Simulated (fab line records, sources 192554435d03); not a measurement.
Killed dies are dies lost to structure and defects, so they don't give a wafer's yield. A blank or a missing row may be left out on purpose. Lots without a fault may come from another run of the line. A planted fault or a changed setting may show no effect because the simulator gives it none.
A struck lot beside a sound one | flow n5_finfet | 15 steps out of a route of 1938
Sound: wafers L609.2, L609.3, L609.5. Struck: wafer L629.4. (L629.1 of the same lot was not struck and is left out.) The cause comes at the end.
At each step with rows: each side's tool, then ch and its chambers, then its first start. Under that, the readings that differ: sound wafers | struck wafers | difference of the means | sigmas: that difference in standard deviations of wafers without a fault.
alike: readings whose means differ by less than 2 such deviations, and words and numbers that are the same on both sides. not compared: withheld readings, readings that some wafer has no value for, bounds like >300 that may hide the same value, and numbers for which the record gives no deviation and whose values overlap.
The two part at a step that has a row with sigmas, a row that says differs or no value, or rows on one side only. Numbers that don't overlap but have no deviation are shown without sigmas and don't part them. A reading that every wafer of one side lacks parts them only if that side has two wafers or more.

first, 6 steps without rows for these wafers: N5_BEOL_M9_COAT_22 (resist thk 30 nm); N5_BEOL_M9_EBR_24; N5_BEOL_M9_SOFTBAKE_23 (time 60 s); N5_BEOL_M9_EXPOSE_25 (exposes mask V8); N5_BEOL_M9_PEB_26 (peb time 60 s); N5_BEOL_M9_DEVELOP_27 (develop time 30 s).
N5_BEOL_M9_CD_MEAS_28: target cd 70 nm.
  sound on cd_sem-03 ch 0, day 9 17:55; struck on cd_sem-03 ch 0, day 15 11:14
  alike: cd_nm
N5_BEOL_M9_OVL_MEAS_29:
  sound on overlay-01 ch 0, day 9 17:57; struck on overlay-02 ch 0, day 15 11:16
  alike: V8_OVL
N5_BEOL_M9_INSPECT_30: inspects for defects (brightfield).
  sound on defect_inspect-02, day 9 18:00; struck on defect_inspect-02, day 15 11:19
  alike: raw_defect_count
N5_BEOL_M9_DESCUM_33: chemistry O2, time 7 s.
  sound on rie_diel-01 ch 1,2, day 9 18:02; struck on rie_diel-06 ch 0, day 15 11:21
  reading                         | sound          | struck | difference | sigmas
  drypump_motor_current_A (A)     | 5.4 5.5 5.4    | 6.5    | +1.1       | +2
  showerhead_plenum_p_Torr (Torr) | 2.19 2.12 2.19 | 1.98   | -0.19      | -2
  alike: oes_product_au, rf_fwd_power_W, rf_vpp_V, throttle_valve_pct
  not compared: rf_hours_counter_h
N5_BEOL_M9_ETCH_76: etches underlayer in N2/H2, target depth 6.5 nm, time 5.2 s.
  sound on rie_diel-01 ch 1,2, day 9 18:04; struck on rie_diel-06 ch 0, day 15 11:23
  reading                         | sound          | struck | difference | sigmas
  drypump_motor_current_A (A)     | 5.4 5.5 5.4    | 6.6    | +1.2       | +3
  etch_rf_on_time_s (s)           | 5.35 5.19 5.28 | 4.91   | -0.36      | -2
  showerhead_plenum_p_Torr (Torr) | 2.64 2.58 2.64 | 2.41   | -0.21      | -2
  alike: bias_w, oes_product_au, rf_fwd_power_W, rf_vpp_V, throttle_valve_pct
  not compared: rf_hours_counter_h
N5_BEOL_M9_ETCH_65: etches SiARC in CF4, target depth 15.6 nm, time 26 s.
  sound on rie_diel-01 ch 1,2, day 9 18:05; struck on rie_diel-06 ch 0, day 15 11:24
  reading                         | sound          | struck | difference | sigmas
  drypump_motor_current_A (A)     | 5.4 5.5 5.4    | 6.5    | +1.1       | +2
  showerhead_plenum_p_Torr (Torr) | 2.20 2.19 2.20 | 2.03   | -0.17      | -2
  alike: bias_w, etch_rf_on_time_s, oes_product_au, rf_fwd_power_W, rf_vpp_V, throttle_valve_pct
  not compared: rf_hours_counter_h
N5_BEOL_M9_ETCH_66: etches SOC in N2/H2, target depth 80 nm, overetch 16 nm, time 120 s.
  sound on rie_diel-01 ch 1,2, day 9 18:07; struck on rie_diel-06 ch 0, day 15 11:26
  reading                                    | sound          | struck | difference | sigmas
  drypump_motor_current_A (A)                | 5.5 5.5 5.5    | 6.5    | +1.0       | +2
  rf_vpp_V (V)                               | 526 525 526    | 519    | -7         | -2
  showerhead_plenum_p_Torr (Torr)            | 2.64 2.58 2.64 | 2.41   | -0.21      | -2
  model.SiARC_of_BEOL_M9_COAT_64.thk_nm (nm) | 6.4 6.4 6.4    | 7.8    | +1.4       |
  alike: bias_w, oes_product_au, rf_fwd_power_W, throttle_valve_pct
  not compared: rf_hours_counter_h
then, 1 step without rows for these wafers: N5_BEOL_M9_STRIP_69 (strips in N2/H2).
N5_PASSIVATION_PROBE_49:
  the record has rows for the sound wafers here (prober-02, day 12 00:12) and none for the struck ones

WHERE THEY PART
First at N5_BEOL_M9_DESCUM_33; last, within this record, at N5_PASSIVATION_PROBE_49.

WHY: what the simulator had put in
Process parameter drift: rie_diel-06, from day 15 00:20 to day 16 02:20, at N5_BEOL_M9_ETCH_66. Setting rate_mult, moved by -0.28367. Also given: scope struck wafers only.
